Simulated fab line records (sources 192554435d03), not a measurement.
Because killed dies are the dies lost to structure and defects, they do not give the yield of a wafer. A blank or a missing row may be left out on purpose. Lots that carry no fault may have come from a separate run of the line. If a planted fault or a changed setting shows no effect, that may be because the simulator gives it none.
fab line records ; flow n5_finfet ; part 2 of 2: steps 16 to 26 of 26
record: lots: 5; wafers: 15; last_day: 15
route steps=1938 shown MOL_CONTACT_COAG@529
lots untouched by any fault: they come from a run of this same line in which no faults occurred
start_h: the number of hours between the record's first day and the start of the first shown wafer of the lot ; wait_h: hours since the lot's step before ; " the same as in the row above ; L1.1+2: one row covering several wafers at once ; - no value, or no start given ; * or withheld: withheld ; < > ~ a bound
route shown NAME@n: a module of which the file shows steps, and the number in the route of the first ; usual: average and standard deviation across the fault-free wafers ; same: alike in all rows ; chamber/n: place in a boat ; sites: per-site readings ; _std_site: standard deviation of those values ; _edge_site: inner sites' mean taken away from outer sites' mean ; radius_mm: for every site, how far away it sits from the centre of the wafer ; mask NAME#n: copy n ; behind: the tool/chamber that last shaped the wafer ; hold: why the lot went on hold/how many hours it stayed there/how the hold came to an end ; device: the n, p or np transistor that did not switch ; end of line: tests run on the same wafers once the route is complete ; a step given without rows: its recipe and nothing more ; killed: dies lost to structure and defects at the first sort, not the wafer's yield ; map: shows each die of a wafer: x if killed, . if not, _ if none is there
set.NAME: the setting as run; set.NAME@STEP: as run at that earlier step ; model.NAME: the simulator's own value behind a step, which no gauge read
lots at selected steps of the route; one table per step, one row per wafer
services: when a tool's chamber went out of use (start_h, in hours from the record's first day, below 0 if earlier), for how many hours, and the reason
== steps ==
step: N5_MOL_CONTACT_COAG_ALD_20
recipe: material: TiN; target_thk_a: 15; temp_c: 400; ald_precursor_family: TiCl4; ald_co_reactant: NH3; pulse_time_s: 1; purge_time_s: 3; co_reactant_purge_time_s: 2; co_reactant_pulse_time_s: 2; ald_cycles: 68; pressure_torr: 3
usual: heater_power_w: 931/88; precursor_pulse_height_rel: 0.998/0.021
same: purge_time_s: 3
lot.wafer;tool;chamber;start_h;wait_h;heater_power_w;precursor_pulse_height_rel
L076.1;ald_metal-03;3;99.27;0.1;1024;0.998
L076.4;ald_metal-03;1;99.27;0.1;1009;1.016
L076.6;ald_metal-03;1;99.27;0.1;1030;1.025
L077.1;ald_metal-04;1;109.83;0.1;933;1.012
L077.2;ald_metal-04;3;109.83;0.1;764;1.015
L077.3;ald_metal-04;0;109.83;0.1;919;1.008
L083.1;ald_metal-04;3;143.10;0.1;788;0.990
L083.4;ald_metal-04;2;143.10;0.1;1020;1.023
L083.5;ald_metal-04;0;143.10;0.1;916;0.994
L084.1;ald_metal-03;3;151.49;0.1;1008;0.982
L084.5;ald_metal-03;0;151.49;0.1;970;1.004
L084.6;ald_metal-03;1;151.49;0.1;1001;0.995
L086.1;ald_metal-04;1;171.12;0.1;909;0.984
L086.2;ald_metal-04;3;171.12;0.1;782;0.968
L086.3;ald_metal-04;0;171.12;0.1;928;0.986
step: N5_MOL_CONTACT_COAG_SIL_ANNEAL_21
recipe: temp_c: 550; time_s: 60; ambient: N2
usual: lamp_power_pct: 6.5/0.35; lamp_zone_6_pct: 6.4/0.35; wafer_temp_C_max: 553.8/0.91
lot.wafer;tool;chamber;start_h;wait_h;lamp_power_pct;lamp_zone_6_pct;wafer_temp_C_max
L076.1;rtp_anneal-02;0;99.89;0.5;6.7;6.6;554.0
L076.4;rtp_anneal-02;0;99.89;0.5;6.7;6.6;555.4
L076.6;rtp_anneal-02;0;99.89;0.5;6.7;6.6;553.9
L077.1;rtp_anneal-02;0;110.21;0.2;6.7;6.6;555.2
L077.2;rtp_anneal-02;0;110.21;0.2;6.7;6.6;554.4
L077.3;rtp_anneal-02;0;110.21;0.2;6.7;6.6;555.0
L083.1;rtp_anneal-02;0;143.48;0.2;6.7;6.6;553.3
L083.4;rtp_anneal-02;0;143.48;0.2;6.7;6.6;555.8
L083.5;rtp_anneal-02;0;143.48;0.2;6.7;6.6;554.8
L084.1;rtp_anneal-01;0;151.87;0.2;5.9;5.9;553.2
L084.5;rtp_anneal-01;0;151.87;0.2;5.9;5.9;552.1
L084.6;rtp_anneal-01;0;151.87;0.2;5.9;5.9;553.0
L086.1;rtp_anneal-02;0;171.50;0.2;6.7;6.6;554.7
L086.2;rtp_anneal-02;0;171.50;0.2;6.7;6.6;553.5
L086.3;rtp_anneal-02;0;171.50;0.2;6.7;6.6;553.7
step: N5_MOL_CONTACT_COAG_PRE_CLEAN_141
recipe: gas: H2/He; time_s: 60; temp_c: 300
usual: heater_power_w: 453/49
lot.wafer;tool;chamber;start_h;wait_h;heater_power_w
L076.1;pvd_sputter-01;-;100.39;0.5;351
L076.4;pvd_sputter-01;-;100.39;0.5;486
L076.6;pvd_sputter-01;-;100.39;0.5;471
L077.1;pvd_sputter-01;-;112.44;2.2;469
L077.2;pvd_sputter-01;-;112.44;2.2;357
L077.3;pvd_sputter-01;-;112.44;2.2;467
L083.1;pvd_sputter-02;-;143.69;0.2;481
L083.4;pvd_sputter-02;-;143.69;0.2;454
L083.5;pvd_sputter-02;-;143.69;0.2;334
L084.1;pvd_sputter-03;-;152.60;0.7;440
L084.5;pvd_sputter-03;-;152.60;0.7;498
L084.6;pvd_sputter-03;-;152.60;0.7;440
L086.1;pvd_sputter-03;-;172.06;0.5;508
L086.2;pvd_sputter-03;-;172.06;0.5;420
L086.3;pvd_sputter-03;-;172.06;0.5;451
step: N5_MOL_CONTACT_COAG_SPUTTER_143
recipe: material: Co; target_thk_a: 25; temp_c: 25; chamber_pressure_pa: 0.2
usual: throttle_valve_pct: 30.4/1.2
lot.wafer;tool;chamber;start_h;wait_h;throttle_valve_pct
L076.1;pvd_sputter-01;-;100.45;0.0;30.5
L076.4;pvd_sputter-01;-;100.45;0.0;31.2
L076.6;pvd_sputter-01;-;100.45;0.0;31.6
L077.1;pvd_sputter-01;-;112.50;0.0;31.5
L077.2;pvd_sputter-01;-;112.50;0.0;30.2
L077.3;pvd_sputter-01;-;112.50;0.0;28.5
L083.1;pvd_sputter-02;-;143.75;0.0;31.3
L083.4;pvd_sputter-02;-;143.75;0.0;30.2
L083.5;pvd_sputter-02;-;143.75;0.0;29.4
L084.1;pvd_sputter-03;-;152.66;0.0;32.4
L084.5;pvd_sputter-03;-;152.66;0.0;28.6
L084.6;pvd_sputter-03;-;152.66;0.0;32.6
L086.1;pvd_sputter-03;-;172.12;0.0;28.8
L086.2;pvd_sputter-03;-;172.12;0.0;32.5
L086.3;pvd_sputter-03;-;172.12;0.0;29.6
step: N5_MOL_CONTACT_COAG_CO_FILL_22
recipe: material: Co; target_thk_a: 200; temp_c: 200; precursor: CCTBA/H2; pressure_torr: 30
usual: heater_power_w: 240/21
lot.wafer;tool;chamber;start_h;wait_h;heater_power_w
L076.1;cvd_co-02;1;100.57;0.1;210
L076.4;cvd_co-02;0;100.57;0.1;244
L076.6;cvd_co-02;1;100.57;0.1;220
L077.1;cvd_co-02;1;112.62;0.1;222
L077.2;cvd_co-02;2;112.62;0.1;243
L077.3;cvd_co-02;0;112.62;0.1;243
L083.1;cvd_co-01;0;143.87;0.1;274
L083.4;cvd_co-01;2;143.87;0.1;226
L083.5;cvd_co-01;0;143.87;0.1;277
L084.1;cvd_co-02;2;152.78;0.1;241
L084.5;cvd_co-02;1;152.78;0.1;225
L084.6;cvd_co-02;2;152.78;0.1;245
L086.1;cvd_co-01;0;172.24;0.1;274
L086.2;cvd_co-01;1;172.24;0.1;224
L086.3;cvd_co-01;2;172.24;0.1;225
step: N5_MOL_CONTACT_COAG_ANNEAL_113
recipe: temp_c: 400; time_s: 300; ambient: H2/N2
usual: lamp_power_pct: 2.69/0.17; lamp_zone_6_pct: 2.67/0.16; wafer_temp_C_max: 402.6/0.8
lot.wafer;tool;chamber;start_h;wait_h;lamp_power_pct;lamp_zone_6_pct;wafer_temp_C_max
L076.1;rtp_anneal-02;0;101.27;0.4;2.88;2.85;402.6
L076.4;rtp_anneal-02;0;101.27;0.4;2.88;2.85;404.1
L076.6;rtp_anneal-02;0;101.27;0.4;2.87;2.85;402.9
L077.1;rtp_anneal-02;0;113.41;0.5;2.88;2.85;403.0
L077.2;rtp_anneal-02;0;113.41;0.5;2.88;2.84;403.8
L077.3;rtp_anneal-02;0;113.41;0.5;2.88;2.85;405.0
L083.1;rtp_anneal-01;0;144.49;0.3;2.54;2.52;402.3
L083.4;rtp_anneal-01;0;144.49;0.3;2.54;2.52;402.0
L083.5;rtp_anneal-01;0;144.49;0.3;2.55;2.51;402.0
L084.1;rtp_anneal-01;0;153.40;0.3;2.55;2.52;401.5
L084.5;rtp_anneal-01;0;153.40;0.3;2.55;2.51;402.7
L084.6;rtp_anneal-01;0;153.40;0.3;2.54;2.52;402.1
L086.1;rtp_anneal-02;0;172.95;0.4;2.87;2.84;402.8
L086.2;rtp_anneal-02;0;172.95;0.4;2.87;2.85;402.8
L086.3;rtp_anneal-02;0;172.95;0.4;2.88;2.85;403.1
step: N5_MOL_CONTACT_COAG_PRE_CLEAN_142
recipe: gas: H2/He; time_s: 60; temp_c: 300
usual: heater_power_w: 452/51
lot.wafer;tool;chamber;start_h;wait_h;heater_power_w
L076.1;pvd_sputter-01;-;102.46;1.0;478
L076.4;pvd_sputter-01;-;102.46;1.0;469
L076.6;pvd_sputter-01;-;102.46;1.0;357
L077.1;pvd_sputter-02;-;116.57;3.0;486
L077.2;pvd_sputter-02;-;116.57;3.0;342
L077.3;pvd_sputter-02;-;116.57;3.0;476
L083.1;pvd_sputter-02;-;146.01;1.4;471
L083.4;pvd_sputter-02;-;146.01;1.4;487
L083.5;pvd_sputter-02;-;146.01;1.4;466
L084.1;pvd_sputter-03;-;155.62;2.1;477
L084.5;pvd_sputter-03;-;155.62;2.1;514
L084.6;pvd_sputter-03;-;155.62;2.1;482
L086.1;pvd_sputter-02;-;175.94;2.8;464
L086.2;pvd_sputter-02;-;175.94;2.8;480
L086.3;pvd_sputter-02;-;175.94;2.8;339
step: N5_MOL_CONTACT_COAG_SPUTTER_130
recipe: material: Co; target_thk_a: 475; temp_c: 25; chamber_pressure_pa: 0.5; power_w: 3000
usual: throttle_valve_pct: 30.4/1.1
lot.wafer;tool;chamber;start_h;wait_h;throttle_valve_pct
L076.1;pvd_sputter-01;-;102.52;0.0;31.1
L076.4;pvd_sputter-01;-;102.52;0.0;28.5
L076.6;pvd_sputter-01;-;102.52;0.0;30.1
L077.1;pvd_sputter-02;-;116.63;0.0;31.4
L077.2;pvd_sputter-02;-;116.63;0.0;29.2
L077.3;pvd_sputter-02;-;116.63;0.0;31.4
L083.1;pvd_sputter-02;-;146.07;0.0;30.3
L083.4;pvd_sputter-02;-;146.07;0.0;31.3
L083.5;pvd_sputter-02;-;146.07;0.0;30.2
L084.1;pvd_sputter-03;-;155.68;0.0;29.8
L084.5;pvd_sputter-03;-;155.68;0.0;29.0
L084.6;pvd_sputter-03;-;155.68;0.0;30.0
L086.1;pvd_sputter-02;-;176.00;0.0;30.3
L086.2;pvd_sputter-02;-;176.00;0.0;31.2
L086.3;pvd_sputter-02;-;176.00;0.0;29.6
step: N5_MOL_CONTACT_COAG_PRECLEAN_125
recipe: chemistry: DIW; time_s: 57.5; temp_c: 23
lot.wafer;tool;chamber;start_h;wait_h
L076.1+4+6;wet_bench-06;2,6,5;102.65;0.1
L077.1+2+3;wet_bench-06;7,2,0;116.76;0.1
L083.1+4+5;wet_bench-03;6,7,5;146.20;0.1
L084.1+5+6;wet_bench-03;5,7,1;155.81;0.1
L086.1+2+3;wet_bench-05;3,4,2;176.13;0.1
step: N5_MOL_CONTACT_COAG_SRD_126
recipe: dry_time_s: 32; dry: n2_spin; spin_rpm: 1500
lot.wafer;tool;chamber;start_h;wait_h
L076.1+4+6;wet_bench-06;2,6,5;102.67;0.0
L077.1+2+3;wet_bench-06;7,2,0;116.78;0.0
L083.1+4+5;wet_bench-03;6,7,5;146.22;0.0
L084.1+5+6;wet_bench-03;5,7,1;155.83;0.0
L086.1+2+3;wet_bench-05;3,4,2;176.15;0.0
step: N5_MOL_CONTACT_COAG_CMP_23
recipe: stop_on: SiO2; t_overpolish_s: 1.5; post_cmp_clean: cu_alkaline; down_force_psi: 2; platen_rpm: 50.289; pad_velocity_m_s: 1.0006; target_thk_nm: 0
usual: head_pressure_psi: 2.000/0.0045; motor_current_A: 7.9/0.92; overpolish_run_s: 1.499/0.0097; time_to_endpoint_s: 10.3/2.5
lot.wafer;tool;chamber;start_h;wait_h;head_pressure_psi;motor_current_A;overpolish_run_s;time_to_endpoint_s
L076.4;cmp-03;0;102.74;0.1;1.997;7.5;1.498;8.6
L076.1;cmp-03;2;102.74;0.1;2.004;7.8;1.498;7.9
L076.6;cmp-03;3;102.74;0.1;1.999;9.8;1.482;8.2
L077.2;cmp-03;3;116.82;0.0;1.994;9.7;1.485;11.5
L077.1;cmp-03;0;116.82;0.0;2.007;7.7;1.499;14.5
L077.3;cmp-03;1;116.82;0.0;1.994;7.7;1.491;8.6
L083.4;cmp-03;3;146.25;0.0;2.000;10.0;1.493;14.4
L083.1;cmp-03;1;146.25;0.0;2.000;7.5;1.492;9.8
L083.5;cmp-03;3;146.25;0.0;1.995;9.7;1.490;14.1
L084.1;cmp-01;3;155.86;0.0;2.005;7.0;1.492;10.7
L084.6;cmp-01;3;155.86;0.0;1.998;6.9;1.532;9.8
L084.5;cmp-01;0;155.86;0.0;1.998;8.5;1.501;10.2
L086.3;cmp-03;3;176.22;0.1;2.003;9.8;1.513;13.9
L086.2;cmp-03;0;176.22;0.1;1.996;7.3;1.508;14.2
L086.1;cmp-03;1;176.22;0.1;2.002;8.0;1.479;13.0
== services ==
tool;chamber;start_h;hours;kind
ald_metal-04;2;80.59;23.7;repair
cmp-01;-;80.99;1.0;repair
implanter-02;-;84.78;1.8;repair
rie_diel-04;-;89.16;0.4;repair
cmp-03;-;91.12;5.3;pm
implanter-01;-;92.13;3.5;repair
ald_metal-04;-;99.09;8.7;pm
rie_diel-02;0;113.52;7.3;repair
cvd_co-01;1;114.67;-;clean
cvd_co-01;1;114.67;22.0;scheduled_down
cvd_co-01;1;114.67;22.0;vent_cycle
cmp-01;-;118.38;4.0;pm
implanter-01;-;122.32;3.0;repair
cmp-01;-;122.38;-;consumable_replace:conditioner
cmp-01;-;122.38;-;consumable_replace:pad
rie_diel-02;1;137.28;9.5;repair
implanter-01;-;139.04;3.7;pm
rie_diel-04;3;144.66;14.2;repair
rtp_anneal-01;-;145.39;6.2;pm
pvd_sputter-01;-;146.86;5.2;repair
implanter-01;-;150.04;22.4;repair
rie_diel-02;-;159.50;1.4;repair
ald_metal-04;-;162.53;1.4;repair
